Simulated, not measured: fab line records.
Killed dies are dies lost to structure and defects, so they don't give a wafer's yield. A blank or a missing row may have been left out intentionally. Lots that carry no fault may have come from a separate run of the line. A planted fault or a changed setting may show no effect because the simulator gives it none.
fab line records	flow n5_finfet
record lots=7	wafers=21
route steps=1938 shown BEOL_M7@1266 BEOL_M8@1377
start_h: hours from the record's first day to the start of the lot's first wafer shown	wait_h: hours since the lot's step before	" repeats the value in the row above	L1.1+2: a single row standing in for several wafers	- no value, or no start given	* or withheld: withheld	< > ~ a bound
route shown NAME@n: NAME is a module with steps in the file, n the number in the route of the first one	usual: the fault-free wafers' mean and standard deviation	same: alike in all rows	chamber/n: place in a boat	sites: readings site by site	_std_site: standard deviation of those values	_edge_site: inner sites' mean taken away from outer sites' mean	radius_mm: for every site, how far away it sits from the centre of the wafer	mask NAME#n: copy n	behind: tool/chamber where the wafer was last shaped	hold: cause of the lot's hold/its duration in hours/its outcome	device: transistor that didn't switch, given as n, p or np	end of line: at the end of the route, the tests of the same wafers	where a step has no rows: the recipe by itself	killed: count of dies lost to structure and defects at first sort (not the wafer's yield)	map: per-die view of a wafer (x killed, . not killed, _ where there is no die)
set.NAME: the run value of the setting; set.NAME@STEP: its run value at that earlier step	model.NAME: the simulator's own value behind a step, which no gauge read
lots whose settings were changed on purpose; a table a step, a row a wafer
## steps
# step N5_BEOL_M7_PECVD_70
# recipe material=SiO2	target_thk_a=200	temp_c=400	precursor=TEOS/O2	pressure_torr=5.5	rf_w=450	teos_flow_sccm=53.8	gas=O2	flow_sccm=3000	time_s=22.7
lot.wafer	tool	chamber	start_h	wait_h	set.time_s	model.SiO2_of_BEOL_M7_PECVD_70.thk_nm
L074.1	pecvd-02	1	190.53	0.0	23.73	20.8
L074.4	"	2	"	"	23.73	21
L074.5	"	0	"	"	22.7	20.2
L077.1	pecvd-01	1	204.05	0.0	21.18	18.4
L077.3	"	0	"	"	22.7	19.6
L077.5	"	2	"	"	21.18	18.6
L079.2+4	pecvd-04	0,1	223.02	0.0	22.7	19.6
L079.6	"	0	"	"	22.7	19.4
L080.2	pecvd-04	0	224.49	0.0	22.7	19.6
L080.4	"	0	"	"	20.04	17.4
L080.5	"	1	"	"	22.7	19.8
L083.1	pecvd-01	0	251.23	0.0	22.7	19.8
L083.4	"	1	"	"	22.7	20.2
L083.6	"	2	"	"	22.7	20
L094.1	pecvd-02	1	318.58	0.0	23.71	20.6
L094.3	"	0	"	"	23.71	20.4
L094.6	"	2	"	"	22.7	20.2
L095.2+3	pecvd-01	1,2	319.54	0.0	22.7	19.6
L095.5	"	1	"	"	22.7	20.2
# step N5_BEOL_M7_HM_DEP_02
# recipe material=TiN	target_thk_a=200	temp_c=25	chamber_pressure_pa=0.49996
lot.wafer	tool	chamber	start_h	wait_h	set.target_thk_a	model.TiN_of_BEOL_M7_HM_DEP_02.thk_nm
L074.1	pvd_sputter-02	-	191.36	0.8	191.3	19.4
L074.4	"	-	"	"	200	20
L074.5	"	-	"	"	200	20.2
L077.1	pvd_sputter-02	-	205.92	1.9	200	19.6
L077.3	"	-	"	"	207.7	20.6
L077.5	"	-	"	"	207.7	20.4
L079.2+4+6	pvd_sputter-03	-	223.44	0.4	200	20
L080.2	pvd_sputter-03	-	224.57	0.1	200	20
L080.4+5	"	-	"	"	191.4	19
L083.1	pvd_sputter-01	-	253.58	2.3	179.4	18
L083.4	"	-	"	"	200	19.8
L083.6	"	-	"	"	179.4	17.8
L094.1	pvd_sputter-01	-	318.64	0.0	215.6	21.6
L094.3	"	-	"	"	200	20.4
L094.6	"	-	"	"	200	20
L095.2	pvd_sputter-03	-	320.69	1.1	219.9	22.2
L095.3+5	"	-	"	"	219.9	22
# step N5_BEOL_M7_COAT_59
# recipe resist=SOC	temp_c=250	time_s=60	spin_rpm=1500	resist_thk_nm=100
# step N5_BEOL_M7_COAT_60
# recipe resist=SiARC	temp_c=220	time_s=60	spin_rpm=1500	resist_thk_nm=35
# step N5_BEOL_M7_STRIP_68
# recipe chemistry=N2/H2	temp_c=40	n2_flow_sccm=200	h2_flow_sccm=200	rf_frequency_hz=6e+07
# step N5_BEOL_M7_STRIP_67
# recipe chemistry=CF4	resist=SiARC	power_w=300	bias_power_w=75	pressure_mtorr=50	cf4_flow_sccm=150	rf_frequency_hz=6e+07
# step N5_BEOL_M7_HM_OPEN_17
# recipe chemistry=Cl2/BCl3	target_depth_a=200	overetch_a=60	target=TiN	mask_material=SOC	ion_energy_ev=150	pressure_mtorr=10	icp_w=1000	bias_w=126	Cl2_flow_sccm=53.25	bcl3_flow_sccm=21.75	Ar_flow_sccm=25
lot.wafer	tool	chamber	start_h	wait_h	set.target_thk_a@BEOL_M7_HM_DEP_02	model.etch.depth_nm
L074.1	rie_metal-03	1	192.28	0.0	191.3	19.41
L074.4	"	0	"	"	200	20.02
L074.5	"	0	"	"	200	20.26
L077.1	rie_metal-03	1	206.66	0.0	200	19.6
L077.3	"	1	"	"	207.7	20.63
L077.5	"	1	"	"	207.7	20.46
L079.2	rie_metal-02	1	224.34	0.1	200	19.97
L079.4	"	1	"	"	200	19.94
L079.6	"	1	"	"	200	20.01
L080.2	rie_metal-02	1	225.46	0.1	200	19.91
L080.4+5	"	1	"	"	191.4	18.97
L083.1	rie_metal-03	0	254.45	0.0	179.4	17.94
L083.4	"	1	"	"	200	19.76
L083.6	"	0	"	"	179.4	17.9
L094.1	rie_metal-02	0	319.52	0.0	215.6	21.67
L094.3	"	0	"	"	200	20.33
L094.6	"	0	"	"	200	20.02
L095.2	rie_metal-02	0	322.19	0.0	219.9	22.1
L095.3	"	0	"	"	219.9	22.04
L095.5	"	0	"	"	219.9	21.98
# step N5_BEOL_M7_EXPOSE_25
# recipe mask_id=V6	na=0.33	source_shape=annular	sigma_inner=0.4	sigma_outer=0.8	polarization=unpolarized	target_cd_nm=40	dose_mj=42.5
lot.wafer	tool	chamber	start_h	wait_h	mask	set.dose_mj
L074.1+5	euv_scanner-01	0	193.74	-	V6#0	42.5
L074.4	"	0	"	"	V6#0	45.29
L077.1	euv_scanner-02	0	207.23	-	V6#0	42.5
L077.3+5	"	0	"	"	V6#0	40.52
L079.2+4+6	euv_scanner-01	0	224.96	-	V6#0	42.5
L080.2+5	euv_scanner-02	0	226.01	-	V6#0	43.53
L080.4	"	0	"	"	V6#0	42.5
L083.1+6	euv_scanner-01	0	254.93	-	V6#0	43.63
L083.4	"	0	"	"	V6#0	42.5
L094.1+6	euv_scanner-02	0	321.01	-	V6#0	44.59
L094.3	"	0	"	"	V6#0	42.5
L095.2	euv_scanner-02	0	324.47	-	V6#0	42.5
L095.3+5	"	0	"	"	V6#0	45.32
# step N5_BEOL_M7_PEB_26
# recipe peb_temp_c=100	peb_time_s=60	resist=CAR-EUV
# step N5_BEOL_M7_DEVELOP_27
# recipe develop_time_s=30	developer=TMAH	resist=CAR-EUV	rinse_liquid=surfactant_rinse	dry=air_spin	dev_temp_c=23
# step N5_BEOL_M7_CD_MEAS_28
# recipe target_cd_nm=40	landing_energy_ev=500	detector=se_inlens
# usual cd_nm=40.01/0.22
lot.wafer	tool	chamber	start_h	wait_h	set.dose_mj@BEOL_M7_EXPOSE_25	cd_nm
L074.1	cd_sem-01	0	193.87	-	42.5	40.59
L074.4	"	0	"	"	45.29	41.06
L074.5	"	0	"	"	42.5	40.15
L077.1	cd_sem-02	0	207.37	-	42.5	39.96
L077.3	"	0	"	"	40.52	38.82
L077.5	"	0	"	"	40.52	39.23
L079.2	cd_sem-01	0	225.08	-	42.5	40.11
L079.4	"	0	"	"	42.5	39.83
L079.6	"	0	"	"	42.5	39.83
L080.2	cd_sem-01	0	226.13	-	43.53	40.79
L080.4	"	0	"	"	42.5	40.02
L080.5	"	0	"	"	43.53	40.38
L083.1	cd_sem-03	0	255.06	-	43.63	40.67
L083.4	"	0	"	"	42.5	40.07
L083.6	"	0	"	"	43.63	40.37
L094.1	cd_sem-01	0	321.14	-	44.59	40.78
L094.3	"	0	"	"	42.5	40.11
L094.6	"	0	"	"	44.59	40.78
L095.2	cd_sem-03	0	324.60	-	42.5	40.17
L095.3	"	0	"	"	45.32	41.07
L095.5	"	0	"	"	45.32	41.39
# step N5_BEOL_M7_DESCUM_33
# recipe chemistry=O2	time_s=7	source_power_w=50	bias_power_w=20	pressure_mtorr=20	rf_frequency_hz=2.712e+07	temp_c=40	resist=CAR-EUV	o2_flow_sccm=225
lot.wafer	tool	chamber	start_h	wait_h	set.dose_mj@BEOL_M7_EXPOSE_25	model.BEOL_M7.cd_nm
L074.1	rie_diel-05	2	194.34	0.4	42.5	39.8
L074.4	"	1	"	"	45.29	41.2
L074.5	"	1	"	"	42.5	40
L077.1	rie_diel-05	1	207.49	0.0	42.5	40
L077.3+5	"	2,3	"	"	40.52	39
L079.2+4	rie_diel-05	2,0	225.21	0.0	42.5	40
L079.6	"	3	"	"	42.5	40.2
L080.2	rie_diel-03	3	226.25	0.0	43.53	40.4
L080.4	"	2	"	"	42.5	40.2
L080.5	"	1	"	"	43.53	40.6
L083.1+6	rie_diel-03	0	255.19	0.0	43.63	40.6
L083.4	"	3	"	"	42.5	39.8
L094.1+6	rie_diel-05	2	321.66	0.4	44.59	41
L094.3	"	1	"	"	42.5	40
L095.2	rie_diel-05	2	324.81	0.1	42.5	40
L095.3	"	0	"	"	45.32	41.2
L095.5	"	3	"	"	45.32	41.4
# step N5_BEOL_M7_ETCH_72
# recipe chemistry=N2/H2	target=underlayer	target_depth_a=65	mask_material=CAR-EUV	time_s=5.2	ion_energy_ev=200	pressure_mtorr=30	source_w=840	bias_w=150	n2_flow_sccm=200	h2_flow_sccm=200	ends=cleared
# step N5_BEOL_M7_ETCH_65
# recipe chemistry=CF4	target=SiARC	target_depth_a=156	mask_material=CAR-EUV	time_s=26	ion_energy_ev=80	pressure_mtorr=40	source_w=545	bias_w=36	Ar_flow_sccm=100	cf4_flow_sccm=100	ends=cleared
lot.wafer	tool	chamber	start_h	wait_h	set.dose_mj@BEOL_M7_EXPOSE_25	model.BEOL_M7.cd_nm
L074.1+5	rie_diel-05	2,1	194.39	0.0	42.5	40
L074.4	"	1	"	"	45.29	41.2
L077.1	rie_diel-05	1	207.55	0.0	42.5	40
L077.3	"	2	"	"	40.52	39
L077.5	"	3	"	"	40.52	39.2
L079.2+4	rie_diel-05	2,0	225.26	0.0	42.5	40
L079.6	"	3	"	"	42.5	40.2
L080.2	rie_diel-03	3	226.30	0.0	43.53	40.4
L080.4	"	2	"	"	42.5	40.2
L080.5	"	1	"	"	43.53	40.6
L083.1+6	rie_diel-03	0	255.24	0.0	43.63	40.6
L083.4	"	3	"	"	42.5	40
L094.1+6	rie_diel-05	2	321.71	0.0	44.59	41
L094.3	"	1	"	"	42.5	39.8
L095.2	rie_diel-05	2	324.86	0.0	42.5	40
L095.3+5	"	0,3	"	"	45.32	41.2
# step N5_BEOL_M7_ETCH_66
# recipe chemistry=N2/H2	target=SOC	target_depth_a=800	overetch_a=160	mask_material=SiARC	temp_c=40	time_s=120	ion_energy_ev=200	pressure_mtorr=30	source_w=840	bias_w=150	n2_flow_sccm=200	h2_flow_sccm=200
lot.wafer	tool	chamber	start_h	wait_h	set.dose_mj@BEOL_M7_EXPOSE_25	model.BEOL_M7.cd_nm
L074.1	rie_diel-05	2	194.42	0.0	42.5	40.2
L074.4	"	1	"	"	45.29	41.4
L074.5	"	1	"	"	42.5	40.4
L077.1	rie_diel-05	1	207.57	0.0	42.5	40
L077.3	"	2	"	"	40.52	39.4
L077.5	"	3	"	"	40.52	39.2
L079.2+6	rie_diel-05	2,3	225.28	0.0	42.5	40
L079.4	"	0	"	"	42.5	39.8
L080.2+5	rie_diel-03	3,1	226.33	0.0	43.53	40.6
L080.4	"	2	"	"	42.5	40.4
L083.1+6	rie_diel-03	0	255.27	0.0	43.63	40.6
L083.4	"	3	"	"	42.5	39.8
L094.1	rie_diel-05	2	321.74	0.0	44.59	41
L094.3	"	1	"	"	42.5	39.8
L094.6	"	2	"	"	44.59	41.2
L095.2	rie_diel-05	2	324.89	0.0	42.5	40.2
L095.3	"	0	"	"	45.32	41.4
L095.5	"	3	"	"	45.32	41.2
# step N5_BEOL_M7_STRIP_69
# recipe chemistry=N2/H2	temp_c=40	n2_flow_sccm=200	h2_flow_sccm=200	rf_frequency_hz=6e+07
# step N5_BEOL_M7_STRIP_73
# recipe chemistry=N2/H2	temp_c=40	n2_flow_sccm=200	h2_flow_sccm=200	rf_frequency_hz=6e+07
# step N5_BEOL_M7_STRIP_80
# recipe chemistry=N2/H2	time_s=10	power_w=450	temp_c=40	pressure_mtorr=20	rf_frequency_hz=6e+07	bias_power_w=7	n2_flow_sccm=200	h2_flow_sccm=200
# step N5_BEOL_M7_HM_STRIP_39
# recipe chemistry=peroxide_tin_strip	material=TiN	target_depth_a=250	temp_c=50	time_s=158
lot.wafer	tool	chamber	start_h	wait_h	set.time_s@BEOL_M7_PECVD_70	model.SiO2_of_BEOL_M7_PECVD_70.thk_nm
L074.1	wet_bench-03	0	194.80	0.0	23.73	20.6
L074.4	"	4	"	"	23.73	21
L074.5	"	1	"	"	22.7	20
L077.1+5	wet_bench-02	5,1	207.96	0.0	21.18	18.4
L077.3	"	2	"	"	22.7	19.4
L079.2	wet_bench-04	3	225.67	0.0	22.7	19.6
L079.4	"	7	"	"	22.7	19.4
L079.6	"	6	"	"	22.7	19.2
L080.2+5	wet_bench-03	6,3	226.72	0.0	22.7	19.6
L080.4	"	7	"	"	20.04	17.2
L083.1	wet_bench-03	4	255.65	0.0	22.7	19.6
L083.4+6	"	2,3	"	"	22.7	20
L094.1+3	wet_bench-04	3,2	322.12	0.0	23.71	20.4
L094.6	"	5	"	"	22.7	20
L095.2+3	wet_bench-02	5,3	325.27	0.0	22.7	19.4
L095.5	"	4	"	"	22.7	20
# step N5_BEOL_M8_TRENCH_ETCH_37
# recipe chemistry=C4F6/O2	target_depth_a=934.78	target=SiCOH_lowk	time_s=31.2	ion_energy_ev=250	pressure_mtorr=30	source_w=345	bias_w=185	Ar_flow_sccm=300	C4F6_flow_sccm=10	O2_flow_sccm=10
# usual rf_vpp_V=665/6.3
lot.wafer	tool	chamber	start_h	wait_h	set.source_w	rf_vpp_V	model.etch.depth_nm	model.BEOL_M8.feature_depth_nm
L074.1	rie_diel-04	1	-	-	345	660	92.18	92.2
L074.4	"	3	"	"	368.8	650	96.38	96.4
L074.5	"	3	"	"	368.8	651	96.55	96.6
L077.1	rie_diel-04	0	-	-	345	675	94.47	94.4
L077.3	"	2	"	"	345	663	96.35	96.4
L077.5	"	2	"	"	345	665	96.31	96.4
L079.2	rie_diel-04	1	-	-	345	657	91.9	91.8
L079.4	"	3	"	"	345	672	93.52	93.6
L079.6	"	3	"	"	345	669	93.37	93.4
L080.2	rie_diel-06	0	-	-	398.5	613	99.77	99.8
L080.4	"	3	"	"	345	656	92.76	92.8
L080.5	"	2	"	"	398.5	618	99.27	99.2
L083.1	rie_diel-02	1	-	-	402.3	605	100.1	100
L083.4	"	3	"	"	345	673	95.31	95.4
L083.6	"	3	"	"	345	673	94.91	95
L094.1	rie_diel-04	0	-	-	386.4	635	98.63	98.6
L094.3	"	2	"	"	386.4	626	99.87	99.8
L094.6	"	3	"	"	345	671	94.13	94.2
L095.2	rie_diel-06	0	-	-	345	661	94.86	94.8
L095.3	"	1	"	"	345	664	92.13	92.2
L095.5	"	2	"	"	345	663	92.39	92.4
# step N5_BEOL_M8_ETCH_41
# recipe chemistry=CH3F/O2	target=SiCN	target_depth_a=319	taper_deg=2	time_s=57.8	ion_energy_ev=120	mask_material=TiN	pressure_mtorr=30	source_w=395	bias_w=75	Ar_flow_sccm=150	CH3F_flow_sccm=30	O2_flow_sccm=20
# step N5_BEOL_M8_STRIP_80
# recipe chemistry=N2/H2	time_s=10	power_w=450	temp_c=40	pressure_mtorr=20	rf_frequency_hz=6e+07	bias_power_w=7	n2_flow_sccm=200	h2_flow_sccm=200
# step N5_BEOL_M8_OCD_MEAS_38
# usual trench_depth_nm=94.1/1.4
lot.wafer	tool	chamber	start_h	wait_h	set.source_w@BEOL_M8_TRENCH_ETCH_37	trench_depth_nm
L074.1	ocd-02	-	202.36	-	345	92.2
L074.4	"	-	"	"	368.8	96.3
L074.5	"	-	"	"	368.8	96.7
L077.1	ocd-02	-	219.87	-	345	94.1
L077.3	"	-	"	"	345	96.1
L077.5	"	-	"	"	345	96.4
L079.2	ocd-01	-	236.50	-	345	92.1
L079.4	"	-	"	"	345	93.4
L079.6	"	-	"	"	345	93.1
L080.2	ocd-02	-	239.88	-	398.5	99.9
L080.4	"	-	"	"	345	92.4
L080.5	"	-	"	"	398.5	98.9
L083.1	ocd-01	-	263.00	-	402.3	99.6
L083.4	"	-	"	"	345	95.7
L083.6	"	-	"	"	345	94.8
L094.1	ocd-02	-	332.63	-	386.4	98.3
L094.3	"	-	"	"	386.4	99.6
L094.6	"	-	"	"	345	93.2
L095.2	ocd-01	-	333.09	-	345	95.4
L095.3	"	-	"	"	345	92.7
L095.5	"	-	"	"	345	92.4
# step N5_BEOL_M8_CURE_75
# recipe temp_c=370	time_s=120	ambient=DMADMS/He	material=SiCOH_lowk
# usual lamp_power_pct=52.31/0.055
lot.wafer	tool	chamber	start_h	wait_h	set.time_s	lamp_power_pct
L074.1	uv_cure-03	1	202.57	0.0	120	52.29
L074.4	"	1	"	"	143.9	51.27
L074.5	"	1	"	"	120	52.30
L077.1	uv_cure-03	0	220.45	0.4	120	52.36
L077.3	"	0	"	"	120	52.42
L077.5	"	0	"	"	98.17	52.34
L079.2	uv_cure-02	2	236.89	0.2	120	52.33
L079.4	"	2	"	"	120	52.38
L079.6	"	2	"	"	120	52.25
L080.2	uv_cure-02	1	240.28	0.2	120	52.28
L080.4	"	1	"	"	120	52.30
L080.5	"	1	"	"	120	52.27
L083.1	uv_cure-03	0	263.31	0.2	127.3	51.96
L083.4	"	0	"	"	120	52.36
L083.6	"	0	"	"	120	52.22
L094.1	uv_cure-03	1	332.84	0.0	120	52.36
L094.3	"	1	"	"	108.9	52.32
L094.6	"	1	"	"	120	52.37
L095.2	uv_cure-03	0	333.34	0.1	120	52.35
L095.3	"	0	"	"	111.9	52.26
L095.5	"	0	"	"	120	52.29
# step N5_BEOL_M8_DEGAS_44
# recipe ambient=vacuum	temp_c=250	time_s=60
# step N5_BEOL_M8_PRE_CLEAN_45
# recipe gas=H2/He	time_s=30	temp_c=250
# step N5_BEOL_M8_ECD_50
# recipe material=Cu	target_thk_a=3000
# step N5_BEOL_M8_ANNEAL_51
# recipe temp_c=225	time_s=90	ambient=N2
# step N5_BEOL_M8_CMP_52
# recipe stop_on=SiCOH_lowk	t_overpolish_s=6.9	down_force_psi=1	platen_rpm=50	clearing_platen_down_force_psi=1.5	clearing_platen_rpm=50	post_cmp_clean=cu_alkaline	target_thk_nm=80	clearing_platen_pad_velocity_m_s=0.99484	pad_velocity_m_s=0.99484
lot.wafer	tool	chamber	start_h	wait_h	set.source_w@BEOL_M8_TRENCH_ETCH_37	model.Cu_of_BEOL_M8_ECD_50.thk_nm
L074.1	cmp-02	1	204.06	0.3	345	79.8
L074.4	"	2	"	"	368.8	83.8
L074.5	"	0	"	"	368.8	82.8
L077.1	cmp-01	0	222.94	0.5	345	80.2
L077.3+5	"	2,0	"	"	345	81.4
L079.4	cmp-04	0	239.68	0.2	345	80.2
L079.2	"	1	"	"	345	78
L079.6	"	0	"	"	345	80.6
L080.4	cmp-02	0	243.40	0.1	345	80
L080.2	"	3	"	"	398.5	87.4
L080.5	"	0	"	"	398.5	85.6
L083.1	cmp-04	0	266.13	1.3	402.3	86.4
L083.4	"	1	"	"	345	82
L083.6	"	2	"	"	345	81.4
L094.3	cmp-02	3	335.39	0.2	386.4	88.8
L094.1	"	1	"	"	386.4	87
L094.6	"	2	"	"	345	81.8
L095.3+5	cmp-04	3	336.15	0.2	345	78.6
L095.2	"	2	"	"	345	80.8
# step N5_BEOL_M8_THK_MEAS_53
# recipe thk_meas_gauge=xrf	reads=Cu_of_BEOL_M8_ECD_50
# usual M8_THK=82.4/1.8
lot.wafer	tool	chamber	start_h	wait_h	set.source_w@BEOL_M8_TRENCH_ETCH_37	M8_THK[nm]
L074.1	film_metro-01	-	204.32	-	345	81.7
L074.4	"	-	"	"	368.8	85.6
L074.5	"	-	"	"	368.8	84.4
L077.1	film_metro-01	-	223.19	-	345	82.3
L077.3	"	-	"	"	345	83.9
L077.5	"	-	"	"	345	83.6
L079.2	film_metro-01	-	239.93	-	345	78.9
L079.4	"	-	"	"	345	81.3
L079.6	"	-	"	"	345	82.1
L080.2	film_metro-02	-	243.70	-	398.5	89.6
L080.4	"	-	"	"	345	82.1
L080.5	"	-	"	"	398.5	88.4
L083.1	film_metro-02	-	266.36	-	402.3	88.5
L083.4	"	-	"	"	345	83.7
L083.6	"	-	"	"	345	83.2
L094.1	film_metro-02	-	335.64	-	386.4	90.0
L094.3	"	-	"	"	386.4	91.6
L094.6	"	-	"	"	345	84.7
L095.2	film_metro-01	-	336.45	-	345	81.4
L095.3	"	-	"	"	345	79.6
L095.5	"	-	"	"	345	79.7
# step N5_BEOL_M8_PRE_CLEAN_55
# recipe gas=NH3	time_s=15	temp_c=withheld	rf_power_w=300
# step N5_BEOL_M8_DEP_56
# recipe material=SiCN	target_thk_a=100	temp_c=withheld	precursor=3MS/NH3	pressure_torr=3	rf_w=202	time_s=17.5
# step N5_BEOL_M8_RS_MEAS_57
# recipe thk_meas_gauge=four-point-probe	reads=Cu_of_BEOL_M8_ECD_50+Co_of_BEOL_M8_CVD_78+TaN_of_BEOL_M8_ALD_77
# usual M8_RS=0.284/0.007
lot.wafer	tool	chamber	start_h	wait_h	set.source_w@BEOL_M8_TRENCH_ETCH_37	M8_RS[ohm/sq]
L074.1	film_metro-01	-	204.46	0.1	345	0.287
L074.4	"	-	"	"	368.8	0.271
L074.5	"	-	"	"	368.8	0.275
L077.1	film_metro-02	-	223.32	0.1	345	0.286
L077.3	"	-	"	"	345	0.281
L077.5	"	-	"	"	345	0.281
L079.2	film_metro-02	-	240.06	0.1	345	0.295
L079.4	"	-	"	"	345	0.285
L079.6	"	-	"	"	345	0.284
L080.2	film_metro-02	-	243.84	0.1	398.5	0.259
L080.4	"	-	"	"	345	0.287
L080.5	"	-	"	"	398.5	0.264
L083.1	film_metro-02	-	266.49	0.1	402.3	0.261
L083.4	"	-	"	"	345	0.279
L083.6	"	-	"	"	345	0.280
L094.1	film_metro-01	-	335.77	0.1	386.4	0.260
L094.3	"	-	"	"	386.4	0.254
L094.6	"	-	"	"	345	0.278
L095.2	film_metro-02	-	336.58	0.1	345	0.284
L095.3	"	-	"	"	345	0.293
L095.5	"	-	"	"	345	0.293
## key
split step=N5_BEOL_M7_PECVD_70	setting=time_s	stated=22.7	by=wafer
response step=N5_BEOL_M7_PECVD_70	reading=model.SiO2_of_BEOL_M7_PECVD_70.thk_nm	change=+0.174	per=1%	r=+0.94
response step=N5_BEOL_M7_HM_STRIP_39	reading=model.SiO2_of_BEOL_M7_PECVD_70.thk_nm	change=+0.181	per=1%	r=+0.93
split step=N5_BEOL_M7_HM_DEP_02	setting=target_thk_a	stated=200	by=wafer
response step=N5_BEOL_M7_HM_DEP_02	reading=model.TiN_of_BEOL_M7_HM_DEP_02.thk_nm	change=+0.188	per=1%	r=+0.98
response step=N5_BEOL_M7_HM_OPEN_17	reading=model.etch.depth_nm	change=+0.189	per=1%	r=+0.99
split step=N5_BEOL_M7_EXPOSE_25	setting=dose_mj	stated=42.5	by=wafer
response step=N5_BEOL_M7_CD_MEAS_28	reading=cd_nm	change=+0.149	per=1%	r=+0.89
response step=N5_BEOL_M7_DESCUM_33	reading=model.BEOL_M7.cd_nm	change=+0.203	per=1%	r=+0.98
response step=N5_BEOL_M7_ETCH_65	reading=model.BEOL_M7.cd_nm	change=+0.194	per=1%	r=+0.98
response step=N5_BEOL_M7_ETCH_66	reading=model.BEOL_M7.cd_nm	change=+0.184	per=1%	r=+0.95
split step=N5_BEOL_M8_TRENCH_ETCH_37	setting=source_w	stated=345	by=wafer
response step=N5_BEOL_M8_TRENCH_ETCH_37	reading=rf_vpp_V	change=-3.27	per=1%	r=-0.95
response step=N5_BEOL_M8_TRENCH_ETCH_37	reading=model.etch.depth_nm	change=+0.393	per=1%	r=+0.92
response step=N5_BEOL_M8_TRENCH_ETCH_37	reading=model.BEOL_M8.feature_depth_nm	change=+0.386	per=1%	r=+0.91
response step=N5_BEOL_M8_OCD_MEAS_38	reading=trench_depth_nm	change=+0.393	per=1%	r=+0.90
response step=N5_BEOL_M8_CMP_52	reading=model.Cu_of_BEOL_M8_ECD_50.thk_nm	change=+0.39	per=1%	r=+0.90
response step=N5_BEOL_M8_THK_MEAS_53	reading=M8_THK	change=+0.404	per=1%	r=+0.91
response step=N5_BEOL_M8_RS_MEAS_57	reading=M8_RS	change=-0.00148	per=1%	r=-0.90
split step=N5_BEOL_M8_CURE_75	setting=time_s	stated=120	by=wafer
response step=N5_BEOL_M8_CURE_75	reading=lamp_power_pct	shape=bent	at_lowest=*	at_stated=*	at_highest=*
